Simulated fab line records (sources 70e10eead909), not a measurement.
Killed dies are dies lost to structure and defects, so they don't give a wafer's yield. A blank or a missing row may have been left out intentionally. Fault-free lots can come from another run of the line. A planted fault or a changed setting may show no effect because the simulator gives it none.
fab line records | flow nand-harc
[record] lots = 6 wafers = 18 last-day = 21
route steps=1159 shown A_BONDPAD@1068 HYBRID_BOND@1094 THIN_TSV@1101 END@1159
lots that met no fault: taken from a fault-free run of the same line
start-h: hours from the record's opening day to when the first of the lot's shown wafers began | wait-h: hours from the lot's prior step to this one | " same as the row above | L1.1+2: a row that stands for several wafers | - value missing, or start not given | * or withheld: withheld | < > ~ a bound
route shown NAME@n: a module of which the file shows steps, and the number in the route of the first | usual: the fault-free wafers' mean and standard deviation | same: alike in all rows | chamber/n: place in a boat | sites: readings site by site | _std_site: standard deviation across them | _edge_site: the outer-site mean with the inner-site mean subtracted | radius-mm: how far each site lies from the wafer's centre | mask NAME#n: copy n | behind: the tool/chamber that last shaped the wafer | hold: what put the lot on hold/how long, in hours/how the hold closed | device: the n, p or np transistor that did not switch | end of line: the route-end tests of the same wafers | a step with no rows: only its recipe | killed: dies that structure and defects cost at the first sort, which is not the same as the wafer's yield | map: shows each die of a wafer: x if killed, . if not, _ if none is there
set.NAME: the run value of the setting; set.NAME@STEP: its run value at that earlier step | model.NAME: the simulator's own value behind a step, which no gauge read
lots at selected steps of the route; one table per step, one row per wafer
services: from which hour (start-h, from the record's first day; less than 0 if before it) a tool's chamber was out of use, for how many hours, and why
[[steps]]
[step NHARC_A_BONDPAD_EBR_05]
[step NHARC_A_BONDPAD_EXPOSE_06]
[recipe] na = 0.55 dose-mj = 36.99 mask-id = A_BPAD
[step NHARC_A_BONDPAD_PEB_07]
[recipe] peb-temp-c = 128 peb-time-s = 80
[step NHARC_A_BONDPAD_DEVELOP_08]
[recipe] time-s = 50 dev-temp-c = 22
[step NHARC_A_BONDPAD_CD_MEAS_09]
[recipe] target-cd-nm = 500 landing-energy-ev = 500
[usual] cd-nm = 500.4/2.2
// columns lot.wafer tool chamber start-h wait-h cd-nm
L172.1 cd-sem-01 0 411.25 - 504.0
L172.2 " 0 " " 502.6
L172.5 " 0 " " 503.0
L173.2 cd-sem-01 0 411.60 - 497.0
L173.3 " 0 " " 498.1
L173.5 " 0 " " 497.3
L176.1 cd-sem-03 0 413.66 - 497.0
L176.3 " 0 " " 499.0
L176.4 " 0 " " 494.0
L178.1 cd-sem-03 0 454.83 - 504.4
L178.4 " 0 " " 502.8
L178.6 " 0 " " 500.6
L179.3 cd-sem-03 0 455.28 - 500.0
L179.4 " 0 " " 500.1
L179.6 " 0 " " 497.2
L180.3 cd-sem-01 0 462.10 - 502.3
L180.5 " 0 " " 500.6
L180.6 " 0 " " 501.5
[step NHARC_A_BONDPAD_OVL_MEAS_35]
[usual] overlay-x-nm = 0/6.2 overlay-y-nm = 0/5.9
// columns lot.wafer tool chamber start-h wait-h overlay-x-nm overlay-y-nm
L172.1 overlay-01 - 411.33 - -9 2
L172.2 " - " " -8 1
L172.5 " - " " -9 2
L173.2 overlay-02 - 411.69 - 5 7
L173.3 " - " " 6 6
L173.5 " - " " 6 7
L176.1 overlay-01 - 413.75 - -3 4
L176.3 " - " " -3 4
L176.4 " - " " -3 4
L178.1 overlay-01 - 454.92 - 1 0
L178.4 " - " " 1 0
L178.6 " - " " 0 0
L179.3 overlay-01 - 455.37 - 9 -4
L179.4 " - " " 9 -4
L179.6 " - " " 9 -4
L180.3 overlay-01 - 462.19 - -1 -3
L180.5 " - " " -2 -3
L180.6 " - " " -2 -3
[step NHARC_A_BONDPAD_HARDBAKE_10]
[recipe] temp-c = 118 time-s = 65
[step NHARC_A_BONDPAD_DESCUM_11]
[recipe] time-s = 3 o2-flow-sccm = 200 ar-flow-sccm = 0 bias-power-w = 0 chemistry = O2
[usual] drypump-motor-current-A = 5.8/0.39 mfc-ar-sccm = 0.001/0.0048 oes-product-au = 0.998/0.0069 rf-vpp-V = 57.7/0.94 showerhead-plenum-p-Torr = 1.89/0.093 throttle-valve-pct = 11.310/0.01
[same] time-s = 3
// columns lot.wafer tool chamber start-h wait-h drypump-motor-current-A mfc-ar-sccm oes-product-au rf-hours-counter-h rf-vpp-V showerhead-plenum-p-Torr throttle-valve-pct
L172.2 rie-diel-03 1 411.46 - 5.6 0 0.995 0 55.9 1.88 11.314
L172.1 " 2 " " 6.1 0 1.002 0 56.5 1.79 11.318
L172.5 " 1 " " 5.6 0 0.996 - 58.6 1.88 11.317
L173.2 rie-diel-03 1 411.81 - 5.6 0 0.996 0 57.3 1.88 11.308
L173.3 " 2 " " 6.2 0 1.001 0 57.1 1.79 11.315
L173.5 " 2 " " 6.2 0 0.999 - 56.8 1.79 11.322
L176.4 rie-diel-11 1 413.89 - 5.7 0 1.000 5 56.2 1.77 11.307
L176.3 " 2 " " 5.8 0 1.011 6 58.0 1.78 11.332
L176.1 " 0 " " 5.2 0 1.006 5 58.4 1.97 11.331
L178.1 rie-diel-03 1 455.07 - 5.6 0 0.998 2 57.5 1.88 11.296
L178.4 " 3 " " 6.3 0.002 1.005 2 58.8 2.02 11.311
L178.6 " 1 " " 5.6 0 0.998 - 57.9 1.88 11.316
L179.3 rie-diel-11 2 455.51 - 5.9 0 0.991 15 57.3 1.78 11.301
L179.4 " 3 " " 5.2 0 0.988 14 56.1 1.77 11.313
L179.6 " 1 " " 5.7 0 0.999 - 58.3 1.77 11.300
L180.3 rie-diel-03 1 462.31 - 5.7 0 0.999 2 58.3 1.88 11.295
L180.6 " 1 " " 5.6 0 0.998 - 57.6 1.88 11.318
L180.5 " 2 " " 6.2 0 1.012 - 56.4 1.79 11.309
[step NHARC_A_BONDPAD_ETCH_34]
[recipe] target-depth-a = 600 overetch-a = 180 time-s = 65.91 ion-energy-ev = 200 n2-flow-sccm = 150 h2-flow-sccm = 150 ar-flow-sccm = 0 rf-w = 400 bias-w = 150 chemistry = N2/H2
[usual] drypump-motor-current-A = 5.8/0.38 mfc-ar-sccm = 0.001/0.0048 oes-product-au = 0.995/0.0066 rf-vpp-V = 429.8/2.8 showerhead-plenum-p-Torr = 2.01/0.1 throttle-valve-pct = 14.173/0.0086
[same] time-s = 65.91
// columns lot.wafer tool chamber start-h wait-h drypump-motor-current-A mfc-ar-sccm oes-product-au rf-hours-counter-h rf-vpp-V showerhead-plenum-p-Torr throttle-valve-pct
L172.1 rie-diel-03 0 411.55 0.1 5.5 0 0.991 0 431.0 2.05 14.167
L172.2 " 1 " " 5.6 0 0.995 0 430.9 2.00 14.162
L172.5 " 3 " " 6.3 0.002 1.003 - 432.4 2.16 14.186
L173.3 rie-diel-03 2 411.90 0.1 6.2 0 0.990 0 427.3 1.90 14.188
L173.2 " 0 " " 5.5 0 0.986 0 429.8 2.05 14.160
L173.5 " 1 " " 5.7 0 0.995 - 429.1 2.00 14.181
L176.1 rie-diel-11 0 413.97 0.1 5.2 0 0.996 5 431.6 2.11 14.173
L176.3 " 1 " " 5.7 0 1.003 5 426.2 1.88 14.162
L176.4 " 2 " " 5.9 0 0.986 6 425.9 1.90 14.168
L178.4 rie-diel-03 3 455.15 0.1 6.3 0.002 0.994 2 434.1 2.16 14.168
L178.1 " 2 " " 6.2 0 1.007 2 426.1 1.90 14.180
L178.6 " 3 " " 6.3 0.002 0.997 - 433.2 2.16 14.173
L179.3 rie-diel-11 2 455.60 0.1 5.8 0 0.985 15 426.2 1.89 14.171
L179.4 " 3 " " 5.2 0 0.991 14 426.6 1.88 14.168
L179.6 " 1 " " 5.7 0 0.990 - 425.9 1.88 14.168
L180.3 rie-diel-03 0 462.40 0.1 5.5 0 1.004 2 429.9 2.05 14.164
L180.5 " 0 " " 5.5 0 0.998 - 430.6 2.04 14.172
L180.6 " 1 " " 5.7 0 0.992 - 429.6 2.00 14.183
[step NHARC_A_BONDPAD_ETCH_12]
[recipe] target-depth-a = 2200 time-s = 110 chf3-flow-sccm = 50 o2-flow-sccm = 10 ar-flow-sccm = 200 rf-w = 500 bias-w = 200 chemistry = CHF3/O2
[step NHARC_A_BONDPAD_CD_MEAS_13]
[usual] cd-nm = 500.4/2.4
// columns lot.wafer tool chamber start-h wait-h cd-nm
L172.1 cd-sem-03 - 411.77 - 504.9
L172.2 " - " " 502.7
L172.5 " - " " 503.2
L173.2 cd-sem-03 - 412.14 - 496.6
L173.3 " - " " 498.5
L173.5 " - " " 495.9
L176.1 cd-sem-01 - 414.20 - 496.1
L176.3 " - " " 499.7
L176.4 " - " " 493.6
L178.1 cd-sem-01 - 455.38 - 504.7
L178.4 " - " " 501.8
L178.6 " - " " 500.3
L179.3 cd-sem-03 - 455.83 - 500.0
L179.4 " - " " 500.5
L179.6 " - " " 495.9
L180.3 cd-sem-03 - 462.63 - 501.8
L180.5 " - " " 500.5
L180.6 " - " " 500.9
[step NHARC_A_BONDPAD_STRIP_15]
[recipe] o2-flow-sccm = 500 ar-flow-sccm = 0 bias-w = 0 chemistry = O2
[usual] drypump-motor-current-A = 5.8/0.38 mfc-ar-sccm = 0.001/0.0048 oes-product-au = 0.995/0.0078 rf-vpp-V = 57.7/0.92 showerhead-plenum-p-Torr = 3.48/0.16 throttle-valve-pct = 17.036/0.009
// columns lot.wafer tool chamber start-h wait-h drypump-motor-current-A mfc-ar-sccm oes-product-au rf-hours-counter-h rf-vpp-V showerhead-plenum-p-Torr throttle-valve-pct
L172.2 rie-diel-11 0 411.86 0.1 5.2 0 0.993 5 59.5 3.63 17.046
L172.1 " 3 " " 5.2 0 0.993 4 56.6 3.29 17.025
L172.5 " 0 " " 5.2 0 0.997 - 58.5 3.63 17.044
L173.3 rie-diel-11 2 412.21 0.1 5.9 0 0.997 5 56.5 3.31 17.035
L173.2 " 0 " " 5.2 0 1.000 5 58.7 3.63 17.041
L173.5 " 3 " " 5.2 0 1.002 - 58.1 3.29 17.049
L176.1 rie-diel-03 0 414.29 0.1 5.5 0 0.991 1 56.9 3.54 17.037
L176.3 " 1 " " 5.7 0 0.989 1 57.1 3.47 17.041
L176.4 " 2 " " 6.2 0 1.003 1 56.6 3.31 17.044
L178.4 rie-diel-03 2 455.47 0.1 6.2 0 1.000 2 58.2 3.31 17.057
L178.1 " 3 " " 6.3 0.002 1.000 2 57.6 3.71 17.042
L178.6 " 2 " " 6.2 0 0.991 - 57.3 3.31 17.037
L179.3 rie-diel-03 3 455.89 0.1 6.3 0.002 1.006 2 57.1 3.71 17.038
L179.4 " 1 " " 5.6 0 0.989 2 58.5 3.47 17.040
L179.6 " 0 " " 5.5 0 1.002 - 58.3 3.54 17.036
L180.3 rie-diel-11 3 462.73 0.1 5.2 0 0.989 15 56.5 3.28 17.021
L180.5 " 1 " " 5.7 0 1.002 - 56.8 3.27 17.030
L180.6 " 2 " " 5.9 0 0.990 - 56.5 3.30 17.029
[step NHARC_A_BONDPAD_ETCH_24]
[recipe] target-depth-a = 300 over-etch-frac = 0.3 time-s = 72.99 ion-energy-ev = 150 cf4-flow-sccm = 50 n2-flow-sccm = 100 ar-flow-sccm = 150 rf-w = 300 bias-w = 100 chemistry = CF4/N2
[usual] drypump-motor-current-A = 5.8/0.39 mfc-ar-sccm = 150.1/0.5 oes-product-au = 0.995/0.0076 rf-vpp-V = 313.8/2.2 showerhead-plenum-p-Torr = 2.60/0.12 throttle-valve-pct = 19.794/0.0095
[same] time-s = 72.99
// columns lot.wafer tool chamber start-h wait-h drypump-motor-current-A mfc-ar-sccm oes-product-au rf-hours-counter-h rf-vpp-V showerhead-plenum-p-Torr throttle-valve-pct
L172.1 rie-diel-11 0 412.02 - 5.2 150.2 0.994 5 316.4 2.71 19.786
L172.2 " 1 " " 5.7 149.9 0.999 5 311.3 2.44 19.804
L172.5 " 3 " " 5.2 149.7 0.988 - 310.0 2.44 19.801
L173.2 rie-diel-11 3 412.38 - 5.2 150.0 0.998 4 309.8 2.44 19.804
L173.3 " 2 " " 5.9 150.0 1.003 5 311.4 2.46 19.791
L173.5 " 3 " " 5.2 150.0 1.001 - 311.2 2.44 19.799
L176.3 rie-diel-03 2 414.44 - 6.2 150.1 1.006 1 312.0 2.46 19.806
L176.1 " 3 " " 6.3 149.8 1.002 1 315.1 2.77 19.803
L176.4 " 1 " " 5.6 150.2 0.997 1 314.1 2.58 19.790
L178.1 rie-diel-03 3 455.60 - 6.3 149.0 1.005 2 317.9 2.76 19.782
L178.4 " 0 " " 5.5 150.2 1.001 2 315.0 2.63 19.776
L178.6 " 0 " " 5.5 150.8 0.989 - 315.4 2.63 19.801
L179.3 rie-diel-03 0 456.05 - 5.5 149.8 0.998 2 313.6 2.63 19.799
L179.4 " 2 " " 6.1 150.3 0.992 2 310.8 2.46 19.792
L179.6 " 3 " " 6.3 149.9 0.996 - 315.8 2.76 19.791
L180.3 rie-diel-11 0 462.85 - 5.2 150.1 0.986 15 316.8 2.70 19.798
L180.5 " 0 " " 5.2 150.8 0.999 - 316.0 2.70 19.787
L180.6 " 1 " " 5.7 150.1 0.989 - 310.6 2.43 19.800
[step NHARC_A_BONDPAD_STRIP_16]
[recipe] time-s = 600 temp-c = 30 chemistry = post-etch-residue-remover
[step NHARC_A_BONDPAD_DEGAS_25]
[recipe] temp-c = 300 time-s = 60
[step NHARC_A_BONDPAD_PRE_CLEAN_26]
[recipe] time-s = 30 temp-c = 280 gas = H2/He
[step NHARC_A_BONDPAD_PVD_17]
[recipe] target-thk-a = 50 bias-v = 168.6 power-w = 15000 chamber-pressure-pa = 0.12 time-s = 8.06 substrate-temp-c = 50 material = TaN
[step NHARC_A_BONDPAD_PVD_27]
[recipe] target-thk-a = 300 chamber-pressure-pa = 5 power-w = 5000 substrate-temp-c = 30 time-s = 20.49 material = Cu
[step NHARC_A_BONDPAD_ECD_18]
[recipe] target-thk-a = 4000 bath-temp-c = 25 material = Cu
[step NHARC_A_BONDPAD_ANNEAL_28]
[recipe] temp-c = 225 time-s = 90
[usual] wafer_temp_C_max = 225.99/0.29
[same] time-s = 90
// columns lot.wafer tool chamber start-h wait-h wafer_temp_C_max
L172.1 rtp-anneal-01 0 413.14 - 226.56
L172.2 " 0 " " 226.31
L172.5 " 0 " " 226.38
L173.2 rtp-anneal-02 0 413.57 0.3 225.87
L173.3 " 0 " " 225.71
L173.5 " 0 " " 225.85
L176.1 rtp-anneal-02 0 415.58 0.3 225.86
L176.3 " 0 " " 225.44
L176.4 " 0 " " 225.58
L178.1 rtp-anneal-01 0 456.73 - 226.05
L178.4 " 0 " " 226.28
L178.6 " 0 " " 226.08
L179.3 rtp-anneal-01 0 457.36 - 225.90
L179.4 " 0 " " 226.51
L179.6 " 0 " " 226.61
L180.3 rtp-anneal-02 0 464.09 - 225.78
L180.5 " 0 " " 225.62
L180.6 " 0 " " 225.69
[step NHARC_A_BONDPAD_CMP_19]
[recipe] t-overpolish-s = 30 cu-recess-touch-s = 16 target-thk-nm = 169.8
[step NHARC_A_BONDPAD_THK_MEAS_20]
[recipe] thk-meas-gauge = xrf
[usual] thk-nm = 169.4/1.5
// columns lot.wafer tool chamber start-h wait-h thk-nm
L172.1 film-metro-01 - 413.81 - 171.6
L172.2 " - " " 170.2
L172.5 " - " " 170.2
L173.2 film-metro-01 - 414.19 - 168.8
L173.3 " - " " 171.1
L173.5 " - " " 170.6
L176.1 film-metro-02 - 416.39 - 170.2
L176.3 " - " " 169.8
L176.4 " - " " 167.4
L178.1 film-metro-02 - 457.40 - 169.2
L178.4 " - " " 169.0
L178.6 " - " " 168.8
L179.3 film-metro-01 - 457.93 - 170.4
L179.4 " - " " 167.6
L179.6 " - " " 172.1
L180.3 film-metro-01 - 464.65 - 169.9
L180.5 " - " " 170.6
L180.6 " - " " 169.0
[step NHARC_A_BONDPAD_SRD_21]
[recipe] time-s = 30 temp-c = 23 dry-time-s = 20 spin-rpm = 1500
[step NHARC_HYBRID_BOND_ACTIVATE_00]
[recipe] time-s = 60 n2-flow-sccm = 200 ar-flow-sccm = 0 bias-power-w = 0 chemistry = N2
[step NHARC_HYBRID_BOND_PRECLEAN_01]
[recipe] time-s = 300 temp-c = 23 chemistry = DIW
[step NHARC_HYBRID_BOND_SRD_02]
[recipe] time-s = 30 temp-c = 23 dry-time-s = 20 spin-rpm = 1500
[step NHARC_HYBRID_BOND_BOND_03]
[recipe] temp-c = 25
[step NHARC_HYBRID_BOND_ANNEAL_04]
[recipe] temp-c = 300 time-s = 7200 ramp-up-c-per-min = 5 ramp-down-c-per-min = 3 idle-temp-c = 100 pressure-atm = 1
[step NHARC_HYBRID_BOND_OVL_MEAS_05]
[usual] overlay-x-nm = -2/29 overlay-y-nm = -2/32
// columns lot.wafer tool chamber start-h wait-h overlay-x-nm overlay-y-nm
L172.1 overlay-02 - 429.96 0.4 29 -19
L172.2 " - " " 48 44
L172.5 " - " " 6 6
L173.2 overlay-01 - 429.97 0.4 -25 21
L173.3 " - " " -13 -15
L173.5 " - " " 21 -65
L176.1 overlay-02 - 429.98 0.4 -15 9
L176.3 " - " " -28 12
L176.4 " - " " -3 -34
L178.1 overlay-01 - 467.37 0.4 39 40
L178.4 " - " " 25 -37
L178.6 " - " " -10 5
L179.3 overlay-02 - 467.37 0.4 -14 1
L179.4 " - " " -13 -21
L179.6 " - " " 42 16
L180.3 overlay-01 - 478.04 0.4 -22 -23
L180.5 " - " " 0 -28
L180.6 " - " " -29 -23
[step NHARC_THIN_TSV_GRIND_00]
[recipe] target-thk-um = 6
[usual] motor-current-A = 12.002/0.022
// columns lot.wafer tool chamber start-h wait-h motor-current-A
L172.1 grinder-01 0 431.35 1.3 11.991
L172.2 " 0 " " 12.019
L172.5 " 0 " " 12.011
L173.2 grinder-01 0 432.77 2.7 11.975
L173.3 " 0 " " 12.000
L173.5 " 0 " " 12.018
L176.1 grinder-01 0 433.77 3.7 11.984
L176.3 " 0 " " 11.985
L176.4 " 0 " " 11.969
L178.1 grinder-01 0 467.57 0.1 11.968
L178.4 " 0 " " 12.014
L178.6 " 0 " " 12.018
L179.3 grinder-01 0 469.16 1.7 12.027
L179.4 " 0 " " 12.012
L179.6 " 0 " " 12.036
L180.3 grinder-01 0 480.98 2.9 11.970
L180.5 " 0 " " 12.002
L180.6 " 0 " " 11.970
[step NHARC_THIN_TSV_CMP_01]
[recipe] target-thk-um = 3
[step NHARC_THIN_TSV_THK_MEAS_02]
[recipe] thk-meas-gauge = ir
[usual] thk-nm = 2988/240
// columns lot.wafer tool chamber start-h wait-h thk-nm
L172.1 film-metro-01 - 432.86 - 3043
L172.2 " - " " 3132
L172.5 " - " " 2925
L173.2 film-metro-01 - 434.06 0.2 2816
L173.3 " - " " 3076
L173.5 " - " " 3103
L176.1 film-metro-01 - 435.26 - 3012
L176.3 " - " " 2985
L176.4 " - " " 2872
L178.1 film-metro-01 - 469.05 - 3150
L178.4 " - " " 2979
L178.6 " - " " 3190
L179.3 film-metro-01 - 470.26 - 2763
L179.4 " - " " 2823
L179.6 " - " " 2816
L180.3 film-metro-02 - 482.08 - 2908
L180.5 " - " " 3105
L180.6 " - " " 2977
[step NHARC_THIN_TSV_SRD_03]
[step NHARC_THIN_TSV_PRECLEAN_41]
[recipe] time-s = * temp-c = 50 bath-age-min = 0 chemistry = SC1
[step NHARC_THIN_TSV_SRD_42]
[step NHARC_THIN_TSV_DEP_43]
[recipe] target-thk-a = 13285 temp-c = withheld pressure-torr = 6.5 rf-w = 900 teos-flow-sccm = 161.4 flow-sccm = 2650 target-thk-nm = 1328.5 gas = O2 material = SiO2
[step NHARC_THIN_TSV_DEHYDRATE_04]
[recipe] temp-c = 150 time-s = 120
[step NHARC_THIN_TSV_HMDS_05]
[recipe] time-s = 30
[step NHARC_END_SORT_01]
[recipe] temp-c = 25
[usual] defect-limited-yield = 95.7/1.5 killed-at-array = 25/9.5 killed-at-other = 0.8/1.2 killed-at-periphery = 3.4/2.2 killed-dies = 29/10 killed-open = 3.3/1.8 killed-short = 2.1/1.4 sort_bin_2_pct = 1.4/0.63 sort_bin_3_pct = 0.22/0.2 sort_bin_4_pct = 2.7/0.96 sort-n-pass = 648/10 sort-rim-yield-pct = 95.6/2.8 sort-yield-pct = 95.7/1.5
[same] gross-dies = 677 sort_bin_5_pct[%] = 0 sort_bin_6_pct[%] = 0 sort_bin_7_pct[%] = 0 sort_bin_8_pct[%] = 0 sort-rim-n-gross = 106.00
// columns lot.wafer tool chamber start-h wait-h defect-limited-yield[%] killed-at-array killed-at-other killed-at-periphery killed-dies killed-open killed-short sort_bin_2_pct[%] sort_bin_3_pct[%] sort_bin_4_pct[%] sort-n-pass sort-rim-yield-pct[%] sort-yield-pct[%]
L172.1 prober-02 0 449.49 2.6 96.2 23 0 3 26 2 4 1.0 0.15 2.7 651 100.0 96.2
L172.2 prober-02 0 450.29 2.9 96.5 22 0 2 24 5 2 1.3 0.30 1.9 653 93.4 96.5
L172.5 prober-02 0 452.70 3.7 97.0 14 0 6 20 4 2 0.6 0 2.4 657 94.3 97.0
L173.2 prober-01 0 458.00 2.8 97.9 14 0 0 14 2 1 0.4 0.15 1.5 663 99.1 97.9
L173.3 prober-01 0 458.82 3.2 97.8 11 1 3 15 2 3 1.0 0.30 0.9 662 98.1 97.8
L173.5 prober-01 0 460.45 3.8 97.3 14 3 1 18 4 1 0.7 0 1.9 659 96.2 97.3
L178.1 prober-01 0 485.90 2.5 81.5 121 2 2 125 2 1 7.8 5.17 5.5 552 92.5 81.5
L178.4 prober-01 0 488.30 3.4 88.0 74 5 2 81 4 1 4.1 2.95 4.9 596 78.3 88.0
L178.6 prober-01 0 489.90 4.0 88.0 79 1 1 81 2 0 4.6 3.40 4.0 596 84.9 88.0
L179.3 prober-02 0 487.47 3.1 85.7 89 0 8 97 1 3 4.6 5.02 4.7 580 79.2 85.7
L179.4 prober-02 0 488.26 3.4 81.2 124 0 3 127 3 3 6.8 4.58 7.4 550 91.5 81.2
L179.6 prober-02 0 489.86 4.0 82.6 116 0 2 118 1 1 7.4 4.43 5.6 559 99.1 82.6
L180.3 prober-02 0 496.98 3.1 96.9 16 1 4 21 3 1 1.0 0.15 1.9 656 94.3 96.9
L180.5 prober-02 0 498.58 3.7 97.3 16 0 2 18 5 0 1.0 0.15 1.5 659 97.2 97.3
L180.6 prober-02 0 499.38 4.0 97.0 20 0 0 20 2 2 0.7 0 2.2 657 92.5 97.0
// killed by level:class
L172.1 A_SLIT:chamber-film-flake=10 A_STAIRCASE:chamber-film-flake=4 A_CONTACT:chamber-film-flake=4 P_M0:geometric-particle:open=1 A_ONON_D1:geometric-particle:short=1 A_CHANNEL_HOLE_D1:geometric-particle:open=1 A_SGD_CUT:geometric-particle:short=1 A_M0:geometric-particle:short=1
L172.2 A_SLIT:chamber-film-flake=8 A_STAIRCASE:chamber-film-flake=5 A_WL_FILL:geometric-particle:open=2 A_CHANNEL_FILL_D1:chamber-film-flake=2 P_M1:geometric-particle:open=1 A_ONON_D1:geometric-particle:open=1 A_CHANNEL_FILL_D1:geometric-particle:short=1 A_WL_FILL:geometric-particle:short=1
L172.5 A_SLIT:chamber-film-flake=7 P_CONTACT:geometric-particle:open=2 A_CHANNEL_HOLE_D1:chamber-film-flake=2 A_CONTACT:chamber-film-flake=2 P_CONTACT:geometric-particle:short=1 P_M2:geometric-particle:open=1 A_CHANNEL_FILL_D1:geometric-particle:short=1 A_WL_FILL:geometric-particle:open=1
L173.2 A_CONTACT:chamber-film-flake=5 A_CONTACT:geometric-particle:open=2 A_CHANNEL_HOLE_D1:chamber-film-flake=2 A_SLIT:chamber-film-flake=2 A_CONTACT:geometric-particle:short=1 A_STAIRCASE:chamber-film-flake=1 A_WL_FILL:chamber-film-flake=1
L173.3 A_CONTACT:chamber-film-flake=5 P_CONTACT:geometric-particle:short=1 A_CHANNEL_HOLE_D1:geometric-particle:short=1 A_CONTACT:geometric-particle:open=1 A_M0:geometric-particle:open=1 A_M0:geometric-particle:short=1 P_GATE:chamber-film-flake=1 P_M1:chamber-film-flake=1
L173.5 A_CONTACT:chamber-film-flake=4 HYBRID_BOND:chamber-film-flake=3 A_CHANNEL_HOLE_D1:chamber-film-flake=2 A_STAIRCASE:chamber-film-flake=2 A_WL_FILL:geometric-particle:short=1 A_WL_FILL:geometric-particle:open=1 A_CONTACT:geometric-particle:open=1 A_BLC:geometric-particle:open=1
L178.1 A_BONDPAD:unspecified=97 A_SLIT:chamber-film-flake=9 A_CHANNEL_HOLE_D1:chamber-film-flake=7 P_STI:chamber-film-flake=2 A_ZERO_WELL:chamber-film-flake=2 THIN_TSV:chamber-film-flake=2 A_SGD_CUT:geometric-particle:open=1 A_WL_FILL:geometric-particle:short=1
L179.3 A_BONDPAD:unspecified=57 A_SLIT:chamber-film-flake=14 A_CHANNEL_HOLE_D1:chamber-film-flake=11 P_ZERO_WELL:chamber-film-flake=3 A_CONTACT:chamber-film-flake=3 A_STAIRCASE:chamber-film-flake=2 P_GATE:geometric-particle:open=1 P_M1:geometric-particle:short=1
L179.4 A_BONDPAD:unspecified=91 A_CHANNEL_HOLE_D1:chamber-film-flake=16 A_SLIT:chamber-film-flake=7 A_WL_FILL:geometric-particle:short=3 A_SGD_CUT:chamber-film-flake=2 P_M0:geometric-particle:open=1 A_CONTACT:geometric-particle:open=1 A_M0:geometric-particle:open=1
L178.4 A_BONDPAD:unspecified=58 A_CHANNEL_HOLE_D1:chamber-film-flake=5 THIN_TSV:chamber-film-flake=5 A_SLIT:chamber-film-flake=4 A_WL_FILL:geometric-particle:open=2 A_WL_FILL:chamber-film-flake=2 P_GATE:geometric-particle:open=1 A_ONON_D1:geometric-particle:open=1
L179.6 A_BONDPAD:unspecified=89 A_SLIT:chamber-film-flake=11 A_CHANNEL_HOLE_D1:chamber-film-flake=10 A_SGD_CUT:chamber-film-flake=2 A_CONTACT:chamber-film-flake=2 P_M2:geometric-particle:open=1 A_CHANNEL_FILL_D1:geometric-particle:short=1 P_STI:chamber-film-flake=1
L178.6 A_BONDPAD:unspecified=56 A_SLIT:chamber-film-flake=12 A_CHANNEL_HOLE_D1:chamber-film-flake=5 A_WL_FILL:chamber-film-flake=3 A_CONTACT:geometric-particle:open=1 A_M0:geometric-particle:open=1 P_STI:chamber-film-flake=1 A_STAIRCASE:chamber-film-flake=1
L180.3 A_CHANNEL_HOLE_D1:chamber-film-flake=5 A_CONTACT:chamber-film-flake=4 A_WL_FILL:chamber-film-flake=3 P_STI:chamber-film-flake=2 P_CONTACT:geometric-particle:open=1 P_M2:geometric-particle:short=1 A_CONTACT:geometric-particle:open=1 STARTING-WAFER:geometric-particle:open=1
L180.5 A_WL_FILL:chamber-film-flake=8 A_CONTACT:geometric-particle:open=2 A_CONTACT:chamber-film-flake=2 P_CONTACT:geometric-particle:open=1 A_ONON_D1:geometric-particle:open=1 A_WL_FILL:geometric-particle:open=1 P_STI:chamber-film-flake=1 A_CHANNEL_HOLE_D1:chamber-film-flake=1
L180.6 A_CONTACT:chamber-film-flake=7 A_WL_FILL:chamber-film-flake=6 A_ONON_D1:geometric-particle:open=2 A_CHANNEL_HOLE_D1:chamber-film-flake=2 A_CHANNEL_HOLE_D1:geometric-particle:short=1 A_M0:geometric-particle:short=1 A_STAIRCASE:chamber-film-flake=1
// map L178.1 (x killed, . not)
____________x____________
_________.x.x.xx_________
_______...x.x.x..._______
______.....x.......______
_____..............._____
____.................____
____.................____
___...................___
___...................___
__................x....__
__.....................__
_..........x.xx........._
_.........xxxxx.x......._
_........xxxxxxx........_
_...xx....xxxxxxxx......_
_........xxxxxxxxx......_
.....x...xxxxxxxxx.......
...x...x..xxxxxxxx.......
...x....xxxxxxxxxx.......
.........xxxxxxxxx.......
..x......xxxxxxxx.......x
_........x.xxxxxx......._
_........x.xxxxxxx......_
_.......x.x.xxxxx......._
_...........x..........._
_.........x...x........._
__.....................__
__.....................__
___...x...............___
___...................___
____...............x.____
____.................____
_____............x.x_____
______...........x.______
_______..........._______
_________......._________
____________.____________
// map L179.4 (x killed, . not)
____________x____________
_________..xx..x_________
_______.....x....._______
______......x......______
_____.........x....._____
____.....x...........____
____.................____
___...................___
___.x...........x.....___
__.....................__
__.....................__
_....x.................._
_.x....................._
_......................._
_............x.........._
_.......x..............._
..xx..x..................
...x.xx..................
x..x.....................
..x......................
..x.x....................
_..xxxx...xxx..........._
_....x.xx..............._
_.x.....xxxx............_
_x.....xxxxxxx.........._
_....xxxxxxxxxx..x......_
__....xxxxxxxx.........__
__x...xxxxxxxxx........__
___..xxxxxxxxxx.......___
___...xxxxxxxxx.......___
____..xxxxxxxx.......____
____..xxxxxxxx.......____
_____...xxxxxxx....._____
______..xx.xxx.....______
_______x....x....._______
_________...x..._________
____________.____________
[[services]]
// columns tool chamber start-h hours kind
rie-diel-03 - 392.33 9.0 pm
rie-diel-03 0 392.33 9.0 vent-cycle
rie-diel-03 1 392.33 9.0 vent-cycle
rie-diel-03 2 392.33 9.0 vent-cycle
rie-diel-03 3 392.33 9.0 vent-cycle
rie-diel-11 0 400.00 - clean
rie-diel-11 1 400.00 - clean
rie-diel-11 2 400.00 - clean
rie-diel-03 0 401.33 - clean
rie-diel-03 1 401.33 - clean
rie-diel-03 2 401.33 - clean
rie-diel-03 3 401.33 - clean
rie-diel-03 0 425.83 - clean
rie-diel-03 1 425.83 - clean
rie-diel-03 2 425.83 - clean
rie-diel-03 3 425.83 - clean
rie-diel-03 0 450.33 - clean
rie-diel-03 1 450.33 - clean
rie-diel-03 2 450.33 - clean
rie-diel-03 3 450.33 - clean
rie-diel-03 0 474.83 - clean
rie-diel-03 1 474.83 - clean
rie-diel-03 2 474.83 - clean
rie-diel-03 3 474.83 - clean
[[key]]
[first-sign] step = NHARC_END_SORT_01 reading = killed-at-array direction = up sigmas = 7.9 usual = 25 struck = 100
[effect] step = NHARC_END_SORT_01 reading = defect-limited-yield direction = down sigmas = 7.4 usual = 95.7 struck = 84.5
[more-kills-born-at] NHARC_A_BONDPAD_ETCH_24@rie-diel-03 = 447
met-at NHARC_A_BONDPAD_ETCH_24
struck-wafers L178.1,L178.4,L178.6,L179.3,L179.4,L179.6
onset-between 414.44 455.60
also-fits NHARC_A_BONDPAD_STRIP_15:rie-diel-03,NHARC_A_BONDPAD_ANNEAL_28:rtp-anneal-01
[fault] kind = chamber-particle-source tool = rie-diel-03 chamber = - onset-h = 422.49 steps = NHARC_A_BONDPAD_ETCH_24 rate-per-visit-cm2 = 1.4714
